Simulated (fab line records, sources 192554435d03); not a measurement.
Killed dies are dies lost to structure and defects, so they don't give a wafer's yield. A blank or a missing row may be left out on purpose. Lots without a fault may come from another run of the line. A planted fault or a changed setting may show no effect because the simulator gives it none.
Chamber matching | flow n5_finfet | N5_BEOL_M0_SAQP_PECVD_96 on pecvd-02: 3 sister chambers
The step deposits a-Si from SiH4/He, target thk 45 nm, time 45.2 s. 6 wafers are shown with their chamber, then 12 later ones without.

WAFERS WITH THEIR CHAMBER
wafer  | chamber | showerhead_plenum_p_Torr (Torr) | heater_power_outer_w (W)
L084.4 | 2       | 5.684                           | 348
L090.3 | 1       | 5.722                           | 487
L090.5 | 1       | 5.729                           | 491
L091.1 | 2       | 5.705                           | 275
L091.2 | 0       | 5.664                           | 409
L091.4 | 0       | 5.676                           | 407

WAFERS WITHOUT THEIR CHAMBER
wafer  | showerhead_plenum_p_Torr (Torr) | heater_power_outer_w (W)
L092.1 | 5.689                           | 332
L092.3 | 5.690                           | 336
L092.4 | 5.666                           | 359
L093.1 | 5.685                           | 386
L093.5 | 5.728                           | 470
L093.6 | 5.714                           | 310
L095.1 | 5.705                           | 345
L095.2 | 5.749                           | 484
L095.4 | 5.699                           | 347
L097.2 | 5.667                           | 323
L097.4 | 5.730                           | 510
L097.5 | 5.670                           | 325

WHICH CHAMBER EACH WENT THROUGH
wafer  | from the rows above     | in truth
L092.1 | 2                       | 2
L092.3 | 2                       | 2
L092.4 | can't be placed: 0 or 2 | 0
L093.1 | can't be placed: 0 or 2 | 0
L093.5 | 1                       | 1
L093.6 | 2                       | 2
L095.1 | 2                       | 2
L095.2 | 1                       | 1
L095.4 | 2                       | 2
L097.2 | can't be placed: 2 or 0 | 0
L097.4 | 1                       | 1
L097.5 | can't be placed: 2 or 0 | 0
Placed correctly: 8 of 12. Can't be placed from these rows: 4 (the true chamber is among the candidates in 4). Placed wrongly: 0.
How it was worked out, from the rows above alone: a wafer's distance from a chamber is the root of the sum, over the readings, of the square of ((its reading less the chamber's mean) divided by the reading's scatter). The wafer belongs to the nearest chamber; if the next one is less than 2 further off, it can't be placed. A chamber's mean is the mean of its shown wafers. The scatter: the root of (the sum of the squares of (reading less its chamber's mean) over the shown wafers, divided by (wafers less chambers)).
